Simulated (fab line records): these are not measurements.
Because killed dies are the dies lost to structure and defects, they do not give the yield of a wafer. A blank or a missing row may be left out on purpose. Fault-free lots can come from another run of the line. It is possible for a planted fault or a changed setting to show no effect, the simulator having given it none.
Struck lot and sound lot, side by side | flow nandHarc | 17 steps out of a route of 1159
Sound: wafers L551.2, L551.4, L551.5. The struck wafers were L556.2, L556.3, L556.5. Last of all comes the cause.
For every step that has rows: the tool of each side, followed by ch and its chambers, followed by its first start. Under that, the readings that differ: sound wafers | struck wafers | difference of the means | sigmas: that difference in standard deviations of wafers without a fault.
alike: readings with means less than 2 such deviations apart, plus words and numbers identical on both sides. not compared: withheld readings, readings lacking a value on some wafer, bounds such as >300 that could conceal the same value, and numbers that have no deviation in the record and whose values overlap.
Wherever a step has rows on one side only, a row that says differs or no value, or a row with sigmas, the two part there. Numbers that don't overlap but have no deviation are shown without sigmas and don't part them. Lack of a reading on every wafer of one side parts them only where that side has two or more wafers.

first, 6 steps without rows for these wafers: NHARC_THIN_TSV_COAT_27; NHARC_THIN_TSV_SOFTBAKE_28 (time 95 s); NHARC_THIN_TSV_EBR_29; NHARC_THIN_TSV_EXPOSE_30 (exposes mask PAD); NHARC_THIN_TSV_PEB_31 (peb time 85 s); NHARC_THIN_TSV_DEVELOP_32 (time 70 s).
NHARC_THIN_TSV_CD_MEAS_33: target cd 5000 nm.
  sound on cdSem-01 ch 0, day 19 04:11; struck on cdSem-01 ch 0, day 20 02:51
  alike: cdNm
then, 1 step without rows for these wafers: NHARC_THIN_TSV_HARDBAKE_34 (time 80 s).
NHARC_THIN_TSV_DESCUM_35: chemistry O2, time 3 s.
  sound on rieDiel-13 ch 1,2,3, day 19 04:22; struck on rieDiel-01 ch 2,3, day 20 03:01
  alike: drypumpMotorCurrentA, oesProductAu, rfVppV, showerheadPlenumPTorr, throttleValvePct
  not compared: rfHoursCounterH
NHARC_THIN_TSV_ETCH_59: etches the open film in Cl2/BCl3, target depth 880 nm, time 138.1 s.
  sound on rieMetal-02 ch 0,1, day 19 04:28; struck on rieMetal-02 ch 0,1, day 20 03:10
  alike: drypumpMotorCurrentA, oesProductAu, throttleValvePct
  not compared: rfHoursCounterH
NHARC_THIN_TSV_ETCH_36: etches the open film in Cl2/BCl3, target depth 65 nm, time 18.571 s.
  sound on rieMetal-02 ch 0,1, day 19 04:44; struck on rieMetal-02 ch 0,1, day 20 03:23
  alike: drypumpMotorCurrentA, oesProductAu
  not compared: rfHoursCounterH
NHARC_THIN_TSV_STRIP_56: strips in O2.
  sound on plasmaAsher-02 ch 0,1, day 19 05:13; struck on plasmaAsher-02 ch 0,1, day 20 03:43
  alike: drypumpMotorCurrentA, heaterPowerW, tempC
  not compared: rfHoursCounterH
NHARC_THIN_TSV_STRIP_57: strips in post etch residue remover, time 1200 s.
  sound on wetBench-10 ch 4,5,7, day 19 05:33; struck on wetBench-10 ch 3,4,6, day 20 04:02
  alike: tempC
NHARC_THIN_TSV_CD_MEAS_37:
  sound on cdSem-01 at day 19 06:01; struck on cdSem-01 at day 20 04:28
  alike: cdNm
then, 1 step without rows for these wafers: NHARC_THIN_TSV_ANNEAL_58 (time 1800 s).
NHARC_END_WLT_00:
  sound on prober-02 at day 19 16:34; struck on prober-02 at day 20 16:01
  alike: VT_DECK1_BOTTOM, VT_DECK1_BOTTOM_INNER, VT_DECK1_MEDIAN_NEAR_BOTTOM, VT_DECK1_MEDIAN_NEAR_BOTTOM_INNER, VT_DECK1_MIDDLE, VT_DECK1_MIDDLE_INNER, VT_DECK1_TOP, VT_DECK1_TOP_INNER
NHARC_END_SORT_01:
  at this point the record logs the struck wafers (prober-02 ch 0, day 20 19:23) and has no rows for the sound ones

WHERE THEY PART
Only at NHARC_END_SORT_01, within this record.

WHY: whatever the simulator had introduced
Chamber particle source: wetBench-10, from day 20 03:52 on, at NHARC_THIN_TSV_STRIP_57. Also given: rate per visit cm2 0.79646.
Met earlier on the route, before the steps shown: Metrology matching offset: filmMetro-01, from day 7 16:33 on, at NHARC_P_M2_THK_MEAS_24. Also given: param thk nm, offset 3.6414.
